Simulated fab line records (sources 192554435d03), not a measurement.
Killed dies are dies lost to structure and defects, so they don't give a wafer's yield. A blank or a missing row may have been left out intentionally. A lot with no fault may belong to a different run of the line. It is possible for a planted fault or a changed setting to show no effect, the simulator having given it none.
Split-lot trial ; flow n5Finfet ; 39 wafers read from 7 lots, route of 1938 steps

ABOUT THE SPLIT
At N5_BEOL_M13_SPUTTER_44 (material Ta, target thk 10 nm, time 16.13 s), the setting targetThkA was moved away from the recipe's 100 angstrom on 15 of the 39 wafers read, by -48.4% to +38.5%. For the rest of the wafers, this setting stayed at what the recipe calls for.

FROM THE SPLIT TO THE READING: what the file shows between them, 3 steps
- N5_BEOL_M13_SPUTTER_45: material Cu, target thk 80 nm, time 13.33 s
- N5_BEOL_M13_ECD_47: material Cu, target thk 936 nm
- N5_BEOL_M13_ANNEAL_48: time 90 s

THE READING
barrierFieldEndpointS, in s, at N5_BEOL_M13_CMP_49 (polishes, stops on SiOC, t overpolish 17.1 s, target thk 420 nm). Typical for fault-free wafers on this fab line: 30.0 s, with standard deviation 0.81 s.

wafer;tool, chamber at the split;targetThkA as run, angstrom;against the recipe;barrierFieldEndpointS, s;against lot-mates on the recipe
L086.1;pvdSputter-02, -;77.23;-22.8%;27.9;-1.9
L086.3;pvdSputter-02, -;100;recipe;29.3;-
L086.4;pvdSputter-02, -;77.23;-22.8%;27.5;-2.3
L086.2;pvdSputter-02, -;100;recipe;30.5;-
L086.6;pvdSputter-02, -;77.23;-22.8%;27.2;-2.6
L086.5;pvdSputter-02, -;100;recipe;29.5;-
L087.2;pvdSputter-02, -;100;recipe;30.3;-
L087.4;pvdSputter-02, -;100;recipe;29.7;-
L087.6;pvdSputter-02, -;100;recipe;30.7;-
L090.3;pvdSputter-02, -;80.19;-19.8%;26.9;-2.5
L090.1;pvdSputter-02, -;100;recipe;29.3;-
L090.4;pvdSputter-02, -;80.19;-19.8%;27.5;-1.9
L090.2;pvdSputter-02, -;100;recipe;29.6;-
L090.6;pvdSputter-02, -;80.19;-19.8%;27.1;-2.3
L090.5;pvdSputter-02, -;100;recipe;29.2;-
L094.2;pvdSputter-01, -;51.57;-48.4%;25.5;-5.5
L094.4;pvdSputter-01, -;100;recipe;30.6;-
L094.1;pvdSputter-01, -;100;recipe;31.8;-
L094.3;pvdSputter-01, -;51.57;-48.4%;25.1;-5.9
L094.6;pvdSputter-01, -;51.57;-48.4%;25.2;-5.8
L094.5;pvdSputter-01, -;100;recipe;30.6;-
L095.2;pvdSputter-02, -;138.5;+38.5%;34.7;+5.1
L095.4;pvdSputter-02, -;138.5;+38.5%;33.7;+4.1
L095.1;pvdSputter-02, -;100;recipe;29.5;-
L095.3;pvdSputter-02, -;100;recipe;29.6;-
L095.6;pvdSputter-02, -;100;recipe;29.8;-
L095.5;pvdSputter-02, -;138.5;+38.5%;35.1;+5.5
L096.1;pvdSputter-03, -;100;recipe;29.9;-
L096.2;pvdSputter-03, -;100;recipe;29.9;-
L096.3;pvdSputter-03, -;100;recipe;30.8;-
L096.4;pvdSputter-03, -;100;recipe;30.6;-
L096.5;pvdSputter-03, -;100;recipe;29.5;-
L096.6;pvdSputter-03, -;100;recipe;29.6;-
L097.3;pvdSputter-01, -;54.09;-45.9%;26.0;-4.1
L097.1;pvdSputter-01, -;100;recipe;29.9;-
L097.2;pvdSputter-01, -;54.09;-45.9%;25.5;-4.6
L097.4;pvdSputter-01, -;100;recipe;30.5;-
L097.6;pvdSputter-01, -;54.09;-45.9%;25.2;-4.9
L097.5;pvdSputter-01, -;100;recipe;29.9;-

THE FIT
A straight line over all 39 wafers: barrierFieldEndpointS changes by +0.106 s for each +1% of targetThkA; r = +0.97; the points scatter about the line by 0.62 s.
The same after taking each lot's own level away (the mean of its wafers on the recipe; 39 wafers): +0.114 s for each +1%; r = +0.98; scatter 0.47 s.
According to that fit, moving targetThkA by its largest amount changes the reading by 5.5 s.
The lots' own levels span 29.37 to 31.00 s, that is 2.0 times the standard deviation above.
Consequently the slope shifts little with the lot-to-lot level, the two slopes agreeing.
Check: -5.38 s against its lot-mates is what the line predicts for one of the wafers moved furthest among these (-48.4%) when that wafer is left out of the fit. Against them it came out at -5.5 s.

FURTHER SPLITS ON THESE WAFERS
Note: prior to the reading, these wafers also went through further splits. Each is held against what the fit with the lots' levels taken away leaves over:
other split on the same wafers;wafers away from the commonest value;r with barrierFieldEndpointS (lot level and that fit taken away)
N5_BEOL_M7_TRENCH_ETCH_37 targetDepthA;9;+0.19
N5_BEOL_M12_ETCH_59 targetDepthA;12;+0.01

THE WHOLE CHAIN: every reading that the file lists as answering this split, in the file's order
step;what it does;reading;change (the file's fit);r (the file's)
N5_BEOL_M13_SPUTTER_44;material Ta, target thk 10 nm, time 16.13 s;Ta_of_BEOL_M13_SPUTTER_44.thkNm (the simulator's own value, which no gauge read);+0.1 nm for each +1% of the setting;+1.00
N5_BEOL_M13_CMP_49;polishes, stops on SiOC, t overpolish 17.1 s, target thk 420 nm;barrierFieldEndpointS;+0.113 s for each +1% of the setting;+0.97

THE FILE'S OWN FIT
barrierFieldEndpointS changes by +0.113 s for each +1% of targetThkA, r = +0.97.
